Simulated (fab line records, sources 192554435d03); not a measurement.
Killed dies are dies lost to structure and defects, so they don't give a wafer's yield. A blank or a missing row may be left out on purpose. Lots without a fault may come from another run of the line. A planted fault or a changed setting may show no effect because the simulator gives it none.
A struck lot beside a sound one | flow n5_finfet | 15 steps out of a route of 1938
Sound: wafers L264.2, L264.3, L264.6. Struck: wafers L257.1, L257.3, L257.4. The cause comes at the end.
At each step with rows: each side's tool, then ch and its chambers, then its first start. Under that, the readings that differ: sound wafers | struck wafers | difference of the means | sigmas: that difference in standard deviations of wafers without a fault.
alike: readings whose means differ by less than 2 such deviations, and words and numbers that are the same on both sides. not compared: withheld readings, readings that some wafer has no value for, bounds like >300 that may hide the same value, and numbers for which the record gives no deviation and whose values overlap.
The two part at a step that has a row with sigmas, a row that says differs or no value, or rows on one side only. Numbers that don't overlap but have no deviation are shown without sigmas and don't part them. A reading that every wafer of one side lacks parts them only if that side has two wafers or more.

N5_FIN_CUT_CD_MEAS_08: target cd 29.1 nm.
  sound on cd_sem-03 ch 0, day 6 09:50; struck on cd_sem-01 ch 0, day 4 18:16
  alike: cd_nm
N5_FIN_CUT_OVL_MEAS_09:
  sound on overlay-02 ch 0, day 6 09:52; struck on overlay-02 ch 0, day 4 18:18
  alike: FIN_CUT_OVL
N5_FIN_CUT_INSPECT_10: inspects for defects (brightfield).
  sound on defect_inspect-02, day 6 09:55; struck on defect_inspect-01, day 4 18:22
  alike: raw_defect_count
N5_FIN_CUT_DESCUM_13: chemistry O2, time 7 s.
  sound on rie_diel-06 ch 0,1, day 6 09:57; struck on rie_diel-05 ch 0,1,3, day 4 18:29
  alike: drypump_motor_current_A, oes_product_au, rf_vpp_V, showerhead_plenum_p_Torr, throttle_valve_pct
  not compared: rf_hours_counter_h
N5_FIN_CUT_ETCH_30: etches underlayer in N2/H2, target depth 13 nm, time 10.4 s.
  sound on rie_diel-06 ch 0,1, day 6 09:59; struck on rie_diel-05 ch 0,1,3, day 4 18:31
  alike: drypump_motor_current_A, etch_rf_on_time_s, oes_product_au, rf_vpp_V, showerhead_plenum_p_Torr, throttle_valve_pct
  not compared: rf_hours_counter_h
N5_FIN_CUT_ETCH_20: etches SiARC in CF4, target depth 26 nm, time 43.3 s.
  sound on rie_diel-06 ch 0,1, day 6 10:01; struck on rie_diel-05 ch 0,1,3, day 4 18:32
  alike: cf4_flow_sccm, drypump_motor_current_A, etch_rf_on_time_s, oes_product_au, rf_vpp_V, showerhead_plenum_p_Torr, throttle_valve_pct
  not compared: rf_hours_counter_h
then, 3 steps without rows for these wafers: N5_FIN_CUT_ETCH_21 (etches SOC in N2/H2, target depth 219 nm, overetch 43.8 nm, time 523.5 s); N5_FIN_CUT_STRIP_23 (strips in N2/H2); N5_FIN_CUT_STRIP_31 (strips in N2/H2).
N5_FIN_CUT_STRIP_24: strips in CF4.
  sound on rie_diel-06 ch 0,1, day 6 10:22; struck on rie_diel-05 ch 0,1,3, day 4 18:55
  alike: cf4_flow_sccm, drypump_motor_current_A, oes_product_au, rf_vpp_V, showerhead_plenum_p_Torr, throttle_valve_pct
  not compared: rf_hours_counter_h
N5_FIN_CUT_CUT_ETCH_26: etches SiNx in CH3F/O2, target depth 39 nm, time 55.7 s.
  sound on rie_diel-06 ch 0,1, day 6 10:23; struck on rie_diel-05 ch 0,1,3, day 4 18:56
  alike: drypump_motor_current_A, oes_product_au, rf_vpp_V, showerhead_plenum_p_Torr, throttle_valve_pct
  not compared: rf_hours_counter_h
then, 1 step without rows for these wafers: N5_FIN_CUT_CUT_ETCH_27 (etches SiO2 in CHF3/O2, target depth 4 nm, overetch 2 nm, time 4.9 s).
N5_FIN_CUT_PRECLEAN_35: cleans in vHF, time 13.3 s.
  sound on vapor_etch-01 ch 0,1, day 6 10:52; struck on vapor_etch-02 ch 0,1, day 4 19:02
  reading    | sound          | struck               | difference | sigmas
  time_s (s) | 13.3 13.3 13.3 | 10.289 10.289 10.289 | -3.011     |
  alike: drypump_motor_current_A
then, 1 step without rows for these wafers: N5_FIN_CUT_CUT_ETCH_15 (etches Si in HBr/Cl2/O2, target depth 100 nm, bt time 10 s, time 42.4 s).
-- the record jumps here: 6 days lie between the struck wafers' starts before and after (it left off in module FIN_CUT and takes up again in module BEOL_M4, whose first step shown is number 1111 of the route) --
N5_BEOL_M4_RC_MEAS_101:
  sound on prober-01 ch 0, day 11 18:08; struck on prober-02 ch 0, day 10 09:59
  alike: DIBL_N, DIBL_P, IOFF_N, IOFF_P, ION_N, ION_P, SS_N, SS_P, VT_N, VT_P

WHERE THEY PART
Nowhere in this record.

WHY: what the simulator had put in
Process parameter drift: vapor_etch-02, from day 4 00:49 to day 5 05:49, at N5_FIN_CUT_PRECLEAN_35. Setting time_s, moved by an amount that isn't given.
